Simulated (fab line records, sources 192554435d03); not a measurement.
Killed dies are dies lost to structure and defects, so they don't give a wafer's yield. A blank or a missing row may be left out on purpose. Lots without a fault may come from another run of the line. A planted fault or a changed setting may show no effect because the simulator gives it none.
Which tool did it? | flow n5_finfet | 10 lots, 30 wafers sampled, at 4 steps of a route of 1938

WHAT THE GAUGES READ, wafer by wafer
N5_BEOL_M4_RS_MEAS_58: measures by four-point-probe. Usual: M4_RS 0.69 ohm/sq, standard deviation 0.045.
lot  | measured     | on            | M4_RS (ohm/sq) | flag
L326 | day 8 22:33  | film_metro-01 | 0.65 0.71 0.63 |
L327 | day 9 01:50  | film_metro-02 | 0.63 0.72 0.58 |
L328 | day 9 09:10  | film_metro-01 | 0.65 0.77 0.66 |
L336 | day 11 10:50 | film_metro-01 | 0.60 0.63 0.63 |
L338 | day 12 11:15 | film_metro-02 | 0.72 0.66 0.75 |
L337 | day 12 16:47 | film_metro-01 | 0.70 0.75 0.80 |
L341 | day 12 22:40 | film_metro-02 | 0.66 0.73 0.64 |
L342 | day 13 00:53 | film_metro-02 | 0.76 0.71 0.77 |
L343 | day 13 13:44 | film_metro-02 | 0.73 0.74 0.69 |
L346 | day 14 05:46 | film_metro-01 | 0.67 0.66 0.71 |

N5_BEOL_M4_INSPECT_59: inspects for defects (darkfield). Usual: raw_defect_count 75, standard deviation 28.
lot  | measured     | on                | raw_defect_count | flag
L326 | day 8 22:35  | defect_inspect-02 | 83 62 80         |
L327 | day 9 01:52  | defect_inspect-02 | 40 82 64         |
L328 | day 9 09:11  | defect_inspect-02 | 51 24 69         |
L336 | day 11 10:52 | defect_inspect-01 | 80 76 148        |
L338 | day 12 11:17 | defect_inspect-02 | 84 111 103       |
L337 | day 12 16:48 | defect_inspect-02 | 92 71 81         |
L341 | day 12 22:41 | defect_inspect-02 | 54 47 36         |
L342 | day 13 00:54 | defect_inspect-01 | 129 29 43        |
L343 | day 13 13:45 | defect_inspect-02 | 106 83 105       |
L346 | day 14 05:48 | defect_inspect-01 | 93 130 98        |

N5_BEOL_M4_RC_MEAS_101. Usual: COMB_M4_max_site 8.5e-11 S/m, standard deviation 1.9e-11; DIBL_N 37.0 mV/V, standard deviation 2.3; DIBL_P 37.3 mV/V, standard deviation 2.8; IOFF_N 0.17 nA/um, standard deviation 0.046; IOFF_P 0.23 nA/um, standard deviation 0.054; ION_N 675 uA/um, standard deviation 14; ION_P 460 uA/um, standard deviation 9.3; SS_N 71.7 mV/dec, standard deviation 0.73; SS_P 73.6 mV/dec, standard deviation 0.95; VT_N 249 mV, standard deviation 3.9; VT_P -250 mV, standard deviation 3.9.
lot  | measured     | on        | COMB_M4_max_site (S/m)    | DIBL_N (mV/V)  | DIBL_P (mV/V)  | IOFF_N (nA/um) | IOFF_P (nA/um) | ION_N (uA/um) | ION_P (uA/um) | SS_N (mV/dec)  | SS_P (mV/dec)  | VT_N (mV)   | VT_P (mV)      | flag
L326 | day 8 22:55  | prober-02 | 1e-10 9.9e-11 6.2e-11     | 37.5 36.0 41.5 | 37.8 36.8 43.3 | 0.18 0.16 0.27 | 0.19 0.18 0.28 | 682 676 694   | 454 453 461   | 72.0 71.0 73.1 | 73.1 73.5 75.4 | 248 249 244 | -252 -254 -246 |
L327 | day 9 01:54  | prober-01 | 5.9e-11 6.2e-11 7.7e-11   | 36.7 36.7 36.5 | 38.7 36.8 38.3 | 0.17 0.16 0.16 | 0.26 0.21 0.25 | 681 671 679   | 475 459 473   | 70.8 71.5 71.2 | 74.1 72.5 73.6 | 248 251 251 | -247 -251 -247 |
L328 | day 9 09:13  | prober-01 | 1.26e-10 8.8e-11 9.5e-11  | 36.5 34.8 40.1 | 38.2 36.0 43.2 | 0.19 0.14 0.28 | 0.25 0.21 0.37 | 691 653 701   | 469 455 483   | 72.1 71.9 72.7 | 73.1 71.4 74.5 | 246 251 242 | -247 -248 -242 |
L336 | day 11 10:53 | prober-02 | 7.02e-10 9.06e-10 8.9e-11 | 36.1 33.9 37.1 | 38.2 34.1 38.5 | 0.19 0.14 0.23 | 0.28 0.21 0.30 | 670 674 695   | 459 459 469   | 71.0 70.5 71.8 | 74.4 72.7 74.5 | 243 251 241 | -245 -250 -245 | OFF
L338 | day 12 11:37 | prober-01 | 7.9e-11 8.1e-11 1.09e-10  | 36.8 39.9 36.6 | 37.9 41.1 36.6 | 0.16 0.19 0.16 | 0.22 0.27 0.19 | 677 679 673   | 459 466 457   | 71.4 72.4 71.0 | 72.9 74.2 73.1 | 249 248 248 | -250 -249 -252 |
L337 | day 12 16:50 | prober-01 | 1.16e-10 6.7e-11 9.8e-11  | 34.0 40.2 38.4 | 32.0 40.6 38.3 | 0.10 0.21 0.18 | 0.16 0.31 0.26 | 656 663 656   | 456 458 453   | 70.8 73.1 73.0 | 72.3 74.7 74.2 | 256 250 247 | -253 -247 -249 |
L341 | day 12 22:43 | prober-01 | 8.7e-11 1.12e-10 8.6e-11  | 32.3 36.5 32.7 | 33.6 38.5 34.1 | 0.11 0.18 0.12 | 0.14 0.20 0.14 | 657 679 663   | 445 458 449   | 71.2 72.3 71.1 | 72.2 73.7 72.2 | 256 249 254 | -257 -252 -258 |
L342 | day 13 00:56 | prober-02 | 6.4e-11 7.9e-11 9.3e-11   | 36.2 37.1 35.3 | 33.2 35.2 33.1 | 0.15 0.17 0.13 | 0.18 0.21 0.18 | 670 676 677   | 456 454 466   | 71.6 71.7 70.6 | 72.5 72.8 73.1 | 253 250 252 | -253 -253 -250 |
L343 | day 13 14:05 | prober-01 | 6.4e-11 7.9e-11 7.5e-11   | 38.3 36.8 37.2 | 39.4 38.0 38.0 | 0.20 0.17 0.18 | 0.24 0.21 0.22 | 673 671 666   | 456 455 455   | 71.8 72.3 71.8 | 73.6 72.9 73.7 | 247 250 248 | -251 -252 -250 |
L346 | day 14 06:08 | prober-01 | 6.3e-11 6.6e-11 6.8e-11   | 37.3 37.0 33.1 | 38.5 38.7 34.3 | 0.16 0.17 0.10 | 0.18 0.18 0.13 | 675 675 656   | 450 449 445   | 72.0 71.9 70.3 | 74.2 73.9 72.1 | 252 251 256 | -257 -256 -258 |

WHICH TOOL RAN EACH LOT (tool, then ch and the chambers of the sampled wafers, then the start)
lot  | N5_BEOL_M4_ALD_84
L326 | ald_metal-02 ch 0,2, day 8 19:13
L327 | ald_metal-01 ch 0,1,2, day 8 22:17
L328 | ald_metal-03 ch 1,2,3, day 9 04:43
L336 | ald_metal-01 ch 0,1, day 11 07:14
L338 | ald_metal-03 ch 0,1, day 12 04:37
L337 | ald_metal-02 ch 0,3, day 12 07:58
L341 | ald_metal-02 ch 0,1,3, day 12 16:02
L342 | ald_metal-03 ch 0,1,2, day 12 18:23
L343 | ald_metal-02 ch 0,2, day 13 10:11
L346 | ald_metal-02 ch 0,1,3, day 14 02:22
- N5_BEOL_M4_ALD_84: deposits TaN, pulse time 2 s, purge time 3 s, co reactant purge time 2 s.

WHAT THE TOOLS THEMSELVES READ (means of the sampled wafers that have a number; where no wafer has one, the mark that the record gives instead)
N5_BEOL_M4_ALD_84. Usual: heater_power_outer_w 244 W, standard deviation 29; heater_power_w 432 W, standard deviation 49; precursor_vessel_carrier_sccm 1000 sccm, standard deviation 3.3.
lot  | tool         | heater_power_outer_w (W) | heater_power_w (W) | precursor_vessel_carrier_sccm (sccm) | flag
L326 | ald_metal-02 | 282                      | 471                | 998                                  |
L327 | ald_metal-01 | 230                      | 420                | 1001                                 |
L328 | ald_metal-03 | 235                      | 415                | 997                                  |
L336 | ald_metal-01 | 221                      | 399                | 1001                                 |
L338 | ald_metal-03 | 204                      | 358                | 998                                  |
L337 | ald_metal-02 | 247                      | 444                | 998                                  |
L341 | ald_metal-02 | 261                      | 471                | 997                                  |
L342 | ald_metal-03 | 217                      | 365                | 999                                  |
L343 | ald_metal-02 | 267                      | 469                | 1003                                 |
L346 | ald_metal-02 | 259                      | 462                | 1003                                 |

THE ANSWER, worked out from the rows above alone
Rule: a lot is off if the mean of its wafers that have a number lies more than 3 standard deviations from the usual mean. A lot without any number at a reading at which 4 lots or more have one is off too. The other lots that the step has rows for count as sound. The gauges are gone through in route order, then the tools' own readings, and for those a lot's mean is taken as printed above. The first step at which some lot is off is used, and at that step the reading that is off furthest; a lot without a number counts as furthest.
Off: L336, at N5_BEOL_M4_RC_MEAS_101 (COMB_M4_max_site).
A tool fits if, at a process step before that reading, it ran every lot that is off, and no sound lot after the first of them. The gauges at N5_BEOL_M4_RC_MEAS_101 are tried like those tools. One fits: ald_metal-01 at N5_BEOL_M4_ALD_84. Its last sound lot is L327 (day 8 22:17), its first lot that is off L336 (day 11 07:14): a fault that began between those two fits.

WHAT THE SIMULATOR HAD PUT IN
Site profile drift: ald_metal-01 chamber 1, from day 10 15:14 on, at N5_BEOL_M4_ALD_84. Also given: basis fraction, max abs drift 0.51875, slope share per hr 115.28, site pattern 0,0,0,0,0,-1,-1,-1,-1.
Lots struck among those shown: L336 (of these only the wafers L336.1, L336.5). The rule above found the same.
